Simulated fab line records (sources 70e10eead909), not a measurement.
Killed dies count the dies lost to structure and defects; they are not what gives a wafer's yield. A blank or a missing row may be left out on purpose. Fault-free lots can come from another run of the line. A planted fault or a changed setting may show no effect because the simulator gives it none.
The tool behind it: which one? :: flow nand-harc :: Sampling: 24 lots, 72 wafers, 4 of 1302 route steps

== WHAT THE GAUGES SHOWED, per wafer ==
NHARC_A_CHANNEL_HOLE_D2_INSPECT_40.
lot: L074
measured: day 13 12:32
on: defect-inspect-01
raw-defect-count: 312 264 409

lot: L075
measured: day 13 20:38
on: defect-inspect-01
raw-defect-count: 289 292 322

lot: L076
measured: day 13 22:52
on: defect-inspect-01
raw-defect-count: 259 284 257

lot: L077
measured: day 14 18:54
on: defect-inspect-01
raw-defect-count: 435 320 339

lot: L078
measured: day 14 18:29
on: defect-inspect-02
raw-defect-count: 207 199 173

lot: L079
measured: day 15 17:27
on: defect-inspect-02
raw-defect-count: 339 304 381

lot: L080
measured: day 15 18:14
on: defect-inspect-02
raw-defect-count: 272 339 234

lot: L081
measured: day 17 15:25
on: defect-inspect-01
raw-defect-count: 292 288 543

lot: L082
measured: day 17 16:49
on: defect-inspect-01
raw-defect-count: 286 284 372

lot: L083
measured: day 17 11:04
on: defect-inspect-01
raw-defect-count: 284 406 223

lot: L085
measured: day 18 03:23
on: defect-inspect-01
raw-defect-count: 359 318 388

lot: L084
measured: day 18 08:36
on: defect-inspect-02
raw-defect-count: 348 342 341

lot: L086
measured: day 18 15:38
on: defect-inspect-01
raw-defect-count: 298 400 506

lot: L087
measured: day 18 20:15
on: defect-inspect-01
raw-defect-count: 283 316 223

lot: L088
measured: day 19 22:53
on: defect-inspect-01
raw-defect-count: 304 274 211

lot: L089
measured: day 19 22:44
on: defect-inspect-02
raw-defect-count: 307 260 289

lot: L090
measured: day 20 02:47
on: defect-inspect-02
raw-defect-count: 178 148 263

lot: L091
measured: day 20 16:38
on: defect-inspect-02
raw-defect-count: 286 289 226

lot: L092
measured: day 20 14:56
on: defect-inspect-02
raw-defect-count: 171 271 234

lot: L093
measured: day 21 17:29
on: defect-inspect-01
raw-defect-count: 195 172 222

lot: L094
measured: day 22 13:05
on: defect-inspect-01
raw-defect-count: 248 178 340

lot: L095
measured: day 22 12:35
on: defect-inspect-02
raw-defect-count: 264 170 249

lot: L096
measured: day 22 23:38
on: defect-inspect-02
raw-defect-count: 237 315 274

lot: L097
measured: day 22 22:17
on: defect-inspect-02
raw-defect-count: 189 215 166

NHARC_A_CHANNEL_FILL_D2_INSPECT_13.
lot: L074
measured: day 15 18:11
on: defect-inspect-01
raw-defect-count: 239 257 212

lot: L075
measured: day 15 22:20
on: defect-inspect-01
raw-defect-count: 258 304 413

lot: L076
measured: day 16 05:15
on: defect-inspect-02
raw-defect-count: 466 331 441

lot: L077
measured: day 17 04:09
on: defect-inspect-01
raw-defect-count: 421 626 617

lot: L078
measured: day 17 04:02
on: defect-inspect-01
raw-defect-count: 268 433 556

lot: L079
measured: day 17 21:30
on: defect-inspect-01
raw-defect-count: 620 359 310

lot: L080
measured: day 17 21:34
on: defect-inspect-01
raw-defect-count: 323 353 303

lot: L081
measured: day 19 18:34
on: defect-inspect-02
raw-defect-count: 503 294 291

lot: L082
measured: day 19 18:29
on: defect-inspect-01
raw-defect-count: 330 436 484

lot: L083
measured: day 19 14:46
on: defect-inspect-01
raw-defect-count: 314 260 377

lot: L085
measured: day 20 03:55
on: defect-inspect-02
raw-defect-count: 314 411 351

lot: L084
measured: day 20 12:49
on: defect-inspect-01
raw-defect-count: 330 223 315

lot: L086
measured: day 20 18:37
on: defect-inspect-01
raw-defect-count: 363 470 498

lot: L087
measured: day 20 23:41
on: defect-inspect-01
raw-defect-count: 270 310 388

lot: L088
measured: day 22 01:23
on: defect-inspect-02
raw-defect-count: 204 316 235

lot: L089
measured: day 22 01:33
on: defect-inspect-02
raw-defect-count: 380 409 327

lot: L090
measured: day 22 01:31
on: defect-inspect-01
raw-defect-count: 360 296 351

lot: L091
measured: day 22 15:54
on: defect-inspect-02
raw-defect-count: 344 236 306

lot: L092
measured: day 22 15:53
on: defect-inspect-01
raw-defect-count: 184 260 339

lot: L093
measured: day 23 17:24
on: defect-inspect-02
raw-defect-count: 178 257 352

lot: L094
measured: day 24 13:16
on: defect-inspect-02
raw-defect-count: 260 257 211

lot: L095
measured: day 24 13:26
on: defect-inspect-01
raw-defect-count: 199 189 206

lot: L096
measured: day 24 22:26
on: defect-inspect-01
raw-defect-count: 278 248 194

lot: L097
measured: day 24 22:27
on: defect-inspect-02
raw-defect-count: 255 366 356

== TOOL THAT RAN EACH LOT (tool first, then ch and the chambers of the sampled wafers, then the start) ==
lot: L074
NHARC_A_ZERO_WELL_ETCH_13: rie-si-03 ch 0,2,3, day 6 21:03
NHARC_A_CHANNEL_FILL_D2_ETCHBACK_19: rie-si-02 ch 0,1,2, day 14 18:24

lot: L075
NHARC_A_ZERO_WELL_ETCH_13: rie-si-01 ch 0,2,3, day 7 10:17
NHARC_A_CHANNEL_FILL_D2_ETCHBACK_19: rie-si-02 ch 0,1,2, day 14 21:49

lot: L076
NHARC_A_ZERO_WELL_ETCH_13: rie-si-03 ch 0,3, day 7 10:26
NHARC_A_CHANNEL_FILL_D2_ETCHBACK_19: rie-si-04 ch 0,1,3, day 15 02:09

lot: L077
NHARC_A_ZERO_WELL_ETCH_13: rie-si-01 ch 1,2,3, day 8 01:56
NHARC_A_CHANNEL_FILL_D2_ETCHBACK_19: rie-si-02 ch 1,2, day 15 18:43

lot: L078
NHARC_A_ZERO_WELL_ETCH_13: rie-si-03 ch 1,3, day 8 02:46
NHARC_A_CHANNEL_FILL_D2_ETCHBACK_19: rie-si-05 ch 0,3, day 15 18:43

lot: L079
NHARC_A_ZERO_WELL_ETCH_13: rie-si-06 ch 0,3, day 8 15:19
NHARC_A_CHANNEL_FILL_D2_ETCHBACK_19: rie-si-02 ch 2,3, day 16 18:26

lot: L080
NHARC_A_ZERO_WELL_ETCH_13: rie-si-03 ch 1,2,3, day 9 05:32
NHARC_A_CHANNEL_FILL_D2_ETCHBACK_19: rie-si-04 ch 1,2,3, day 16 18:26

lot: L081
NHARC_A_ZERO_WELL_ETCH_13: rie-si-06 ch 0,2,3, day 9 21:36
NHARC_A_CHANNEL_FILL_D2_ETCHBACK_19: rie-si-04 ch 1,3, day 18 17:04

lot: L082
NHARC_A_ZERO_WELL_ETCH_13: rie-si-01 ch 0,1,2, day 10 08:38
NHARC_A_CHANNEL_FILL_D2_ETCHBACK_19: rie-si-05 ch 0,1,3, day 18 13:49

lot: L083
NHARC_A_ZERO_WELL_ETCH_13: rie-si-06 ch 1,2, day 10 13:35
NHARC_A_CHANNEL_FILL_D2_ETCHBACK_19: rie-si-04 ch 2,3, day 18 13:48

lot: L085
NHARC_A_ZERO_WELL_ETCH_13: rie-si-03 ch 2,3, day 11 04:11
NHARC_A_CHANNEL_FILL_D2_ETCHBACK_19: rie-si-05 ch 0,3, day 19 03:46

lot: L084
NHARC_A_ZERO_WELL_ETCH_13: rie-si-06 ch 0,1,3, day 11 06:04
NHARC_A_CHANNEL_FILL_D2_ETCHBACK_19: rie-si-04 ch 0,3, day 19 09:00

lot: L086
NHARC_A_ZERO_WELL_ETCH_13: rie-si-03 ch 0,2,3, day 11 16:38
NHARC_A_CHANNEL_FILL_D2_ETCHBACK_19: rie-si-04 ch 1,2,3, day 19 18:49

lot: L087
NHARC_A_ZERO_WELL_ETCH_13: rie-si-03 ch 0,1,3, day 12 01:58
NHARC_A_CHANNEL_FILL_D2_ETCHBACK_19: rie-si-04 ch 0,2, day 19 23:38

lot: L088
NHARC_A_ZERO_WELL_ETCH_13: rie-si-03 ch 0,1,3, day 12 23:27
NHARC_A_CHANNEL_FILL_D2_ETCHBACK_19: rie-si-04 ch 1,2,3, day 20 22:35

lot: L089
NHARC_A_ZERO_WELL_ETCH_13: rie-si-01 ch 1,3, day 13 00:08
NHARC_A_CHANNEL_FILL_D2_ETCHBACK_19: rie-si-02 ch 1,2,3, day 20 22:33

lot: L090
NHARC_A_ZERO_WELL_ETCH_13: rie-si-03 ch 0,1,2, day 13 10:02
NHARC_A_CHANNEL_FILL_D2_ETCHBACK_19: rie-si-02 ch 0,1,2, day 21 02:57

lot: L091
NHARC_A_ZERO_WELL_ETCH_13: rie-si-01 ch 0,1, day 14 01:22
NHARC_A_CHANNEL_FILL_D2_ETCHBACK_19: rie-si-05 ch 0,1, day 21 16:25

lot: L092
NHARC_A_ZERO_WELL_ETCH_13: rie-si-06 ch 1,2,3, day 14 02:08
NHARC_A_CHANNEL_FILL_D2_ETCHBACK_19: rie-si-04 ch 0,1,2, day 21 16:25

lot: L093
NHARC_A_ZERO_WELL_ETCH_13: rie-si-03 ch 0,1,2, day 14 18:55
NHARC_A_CHANNEL_FILL_D2_ETCHBACK_19: rie-si-02 ch 1,2, day 22 17:22

lot: L094
NHARC_A_ZERO_WELL_ETCH_13: rie-si-03 ch 0,1,2, day 15 06:20
NHARC_A_CHANNEL_FILL_D2_ETCHBACK_19: rie-si-05 ch 0,1,2, day 23 13:15

lot: L095
NHARC_A_ZERO_WELL_ETCH_13: rie-si-01 ch 0,2,3, day 15 12:03
NHARC_A_CHANNEL_FILL_D2_ETCHBACK_19: rie-si-02 ch 1,3, day 23 13:14

lot: L096
NHARC_A_ZERO_WELL_ETCH_13: rie-si-03 ch 0,2,3, day 15 23:19
NHARC_A_CHANNEL_FILL_D2_ETCHBACK_19: rie-si-05 ch 0,1, day 23 22:30

lot: L097
NHARC_A_ZERO_WELL_ETCH_13: rie-si-03 ch 0,1,2, day 16 10:29
NHARC_A_CHANNEL_FILL_D2_ETCHBACK_19: rie-si-04 ch 0,2,3, day 23 22:30
- NHARC_A_ZERO_WELL_ETCH_13: etches the open film in HBr/Cl2, target depth 120 nm, time 40.1 s.
- NHARC_A_CHANNEL_FILL_D2_ETCHBACK_19: etches the open film in HBr/Cl2, target depth 5 nm, time 1.7 s.

== WHAT THE TOOLS THEMSELVES READ (means of the sampled wafers that have a number; where no wafer has one, the mark that the record gives instead) ==
NHARC_A_ZERO_WELL_ETCH_13.
lot: L074
tool: rie-si-03
drypump-motor-current-A (A): 5.85
oes-product-au (a.u.): 0.989
throttle-valve-pct (%): 26.406

lot: L075
tool: rie-si-01
drypump-motor-current-A (A): 6.03
oes-product-au (a.u.): 0.995
throttle-valve-pct (%): 26.407

lot: L076
tool: rie-si-03
drypump-motor-current-A (A): 5.88
oes-product-au (a.u.): 1.004
throttle-valve-pct (%): 26.400

lot: L077
tool: rie-si-01
drypump-motor-current-A (A): 6.08
oes-product-au (a.u.): 0.995
throttle-valve-pct (%): 26.396

lot: L078
tool: rie-si-03
drypump-motor-current-A (A): 6.04
oes-product-au (a.u.): 1.004
throttle-valve-pct (%): 26.406

lot: L079
tool: rie-si-06
drypump-motor-current-A (A): 5.40
oes-product-au (a.u.): 1.007
throttle-valve-pct (%): 26.406

lot: L080
tool: rie-si-03
drypump-motor-current-A (A): 5.85
oes-product-au (a.u.): 0.996
throttle-valve-pct (%): 26.401

lot: L081
tool: rie-si-06
drypump-motor-current-A (A): 5.50
oes-product-au (a.u.): 1.009
throttle-valve-pct (%): 26.399

lot: L082
tool: rie-si-01
drypump-motor-current-A (A): 6.05
oes-product-au (a.u.): 0.999
throttle-valve-pct (%): 26.408

lot: L083
tool: rie-si-06
drypump-motor-current-A (A): 5.97
oes-product-au (a.u.): 1.000
throttle-valve-pct (%): 26.399

lot: L085
tool: rie-si-03
drypump-motor-current-A (A): 5.67
oes-product-au (a.u.): 1.008
throttle-valve-pct (%): 26.395

lot: L084
tool: rie-si-06
drypump-motor-current-A (A): 5.67
oes-product-au (a.u.): 1.003
throttle-valve-pct (%): 26.413

lot: L086
tool: rie-si-03
drypump-motor-current-A (A): 5.85
oes-product-au (a.u.): 1.015
throttle-valve-pct (%): 26.411

lot: L087
tool: rie-si-03
drypump-motor-current-A (A): 6.02
oes-product-au (a.u.): 1.008
throttle-valve-pct (%): 26.405

lot: L088
tool: rie-si-03
drypump-motor-current-A (A): 6.02
oes-product-au (a.u.): 0.998
throttle-valve-pct (%): 26.409

lot: L089
tool: rie-si-01
drypump-motor-current-A (A): 6.30
oes-product-au (a.u.): 0.999
throttle-valve-pct (%): 26.412

lot: L090
tool: rie-si-03
drypump-motor-current-A (A): 6.00
oes-product-au (a.u.): 0.989
throttle-valve-pct (%): 26.403

lot: L091
tool: rie-si-01
drypump-motor-current-A (A): 6.29
oes-product-au (a.u.): 0.994
throttle-valve-pct (%): 26.414

lot: L092
tool: rie-si-06
drypump-motor-current-A (A): 5.78
oes-product-au (a.u.): 1.003
throttle-valve-pct (%): 26.401

lot: L093
tool: rie-si-03
drypump-motor-current-A (A): 6.02
oes-product-au (a.u.): 1.006
throttle-valve-pct (%): 26.406

lot: L094
tool: rie-si-03
drypump-motor-current-A (A): 5.97
oes-product-au (a.u.): 1.002
throttle-valve-pct (%): 26.395

lot: L095
tool: rie-si-01
drypump-motor-current-A (A): 6.04
oes-product-au (a.u.): 0.994
throttle-valve-pct (%): 26.405

lot: L096
tool: rie-si-03
drypump-motor-current-A (A): 5.85
oes-product-au (a.u.): 1.010
throttle-valve-pct (%): 26.408

lot: L097
tool: rie-si-03
drypump-motor-current-A (A): 6.02
oes-product-au (a.u.): 1.003
throttle-valve-pct (%): 26.405

NHARC_A_CHANNEL_FILL_D2_ETCHBACK_19.
lot: L074
tool: rie-si-02
drypump-motor-current-A (A): 5.7
oes-product-au (a.u.): 1.019
throttle-valve-pct (%): 26.411

lot: L075
tool: rie-si-02
drypump-motor-current-A (A): 5.7
oes-product-au (a.u.): 1.010
throttle-valve-pct (%): 26.404

lot: L076
tool: rie-si-04
drypump-motor-current-A (A): 6.2
oes-product-au (a.u.): 0.985
throttle-valve-pct (%): 26.407

lot: L077
tool: rie-si-02
drypump-motor-current-A (A): 5.5
oes-product-au (a.u.): 1.004
throttle-valve-pct (%): 26.407

lot: L078
tool: rie-si-05
drypump-motor-current-A (A): 5.4
oes-product-au (a.u.): 0.995
throttle-valve-pct (%): 26.406

lot: L079
tool: rie-si-02
drypump-motor-current-A (A): 5.5
oes-product-au (a.u.): 1.001
throttle-valve-pct (%): 26.401

lot: L080
tool: rie-si-04
drypump-motor-current-A (A): 5.9
oes-product-au (a.u.): 1.008
throttle-valve-pct (%): 26.402

lot: L081
tool: rie-si-04
drypump-motor-current-A (A): 6.2
oes-product-au (a.u.): 1.009
throttle-valve-pct (%): 26.409

lot: L082
tool: rie-si-05
drypump-motor-current-A (A): 5.6
oes-product-au (a.u.): 0.997
throttle-valve-pct (%): 26.409

lot: L083
tool: rie-si-04
drypump-motor-current-A (A): 6.0
oes-product-au (a.u.): 1.006
throttle-valve-pct (%): 26.408

lot: L085
tool: rie-si-05
drypump-motor-current-A (A): 5.3
oes-product-au (a.u.): 0.986
throttle-valve-pct (%): 26.402

lot: L084
tool: rie-si-04
drypump-motor-current-A (A): 6.3
oes-product-au (a.u.): 1.008
throttle-valve-pct (%): 26.399

lot: L086
tool: rie-si-04
drypump-motor-current-A (A): 5.9
oes-product-au (a.u.): 1.004
throttle-valve-pct (%): 26.415

lot: L087
tool: rie-si-04
drypump-motor-current-A (A): 5.9
oes-product-au (a.u.): 0.990
throttle-valve-pct (%): 26.407

lot: L088
tool: rie-si-04
drypump-motor-current-A (A): 5.9
oes-product-au (a.u.): 1.007
throttle-valve-pct (%): 26.400

lot: L089
tool: rie-si-02
drypump-motor-current-A (A): 5.3
oes-product-au (a.u.): 1.004
throttle-valve-pct (%): 26.410

lot: L090
tool: rie-si-02
drypump-motor-current-A (A): 5.7
oes-product-au (a.u.): 1.012
throttle-valve-pct (%): 26.404

lot: L091
tool: rie-si-05
drypump-motor-current-A (A): 5.6
oes-product-au (a.u.): 1.007
throttle-valve-pct (%): 26.406

lot: L092
tool: rie-si-04
drypump-motor-current-A (A): 5.9
oes-product-au (a.u.): 0.996
throttle-valve-pct (%): 26.406

lot: L093
tool: rie-si-02
drypump-motor-current-A (A): 5.5
oes-product-au (a.u.): 1.006
throttle-valve-pct (%): 26.416

lot: L094
tool: rie-si-05
drypump-motor-current-A (A): 5.8
oes-product-au (a.u.): 0.996
throttle-valve-pct (%): 26.407

lot: L095
tool: rie-si-02
drypump-motor-current-A (A): 5.1
oes-product-au (a.u.): 1.014
throttle-valve-pct (%): 26.407

lot: L096
tool: rie-si-05
drypump-motor-current-A (A): 5.8
oes-product-au (a.u.): 1.002
throttle-valve-pct (%): 26.401

lot: L097
tool: rie-si-04
drypump-motor-current-A (A): 6.0
oes-product-au (a.u.): 0.999
throttle-valve-pct (%): 26.405

== THE ANSWER, worked out from the rows above alone ==
Rule: usual is defined by the lots themselves. The widest of any qualifying gaps counts: lots, ordered by their means at a reading, are off when they make up no more than a third of the lots, leave a main group of 4 or more, and stand apart from it by 3 or more times the standard deviation of that group's means. A main group is skipped when, at the precision printed for the reading in the tables above, its means are all equal. Also off: a lot with no number at a reading for which 4 or more lots have one. Any other lot the step has rows for is counted as sound. First the gauges in route order, then the tools' own readings, where a lot's mean is used as printed above. At the first step where some lot is off, the reading lying furthest off is the one used; lots without a number count as furthest.
No lot is off at any reading shown: from this, nothing can be told.

== WHAT THE SIMULATOR HAD PUT IN ==
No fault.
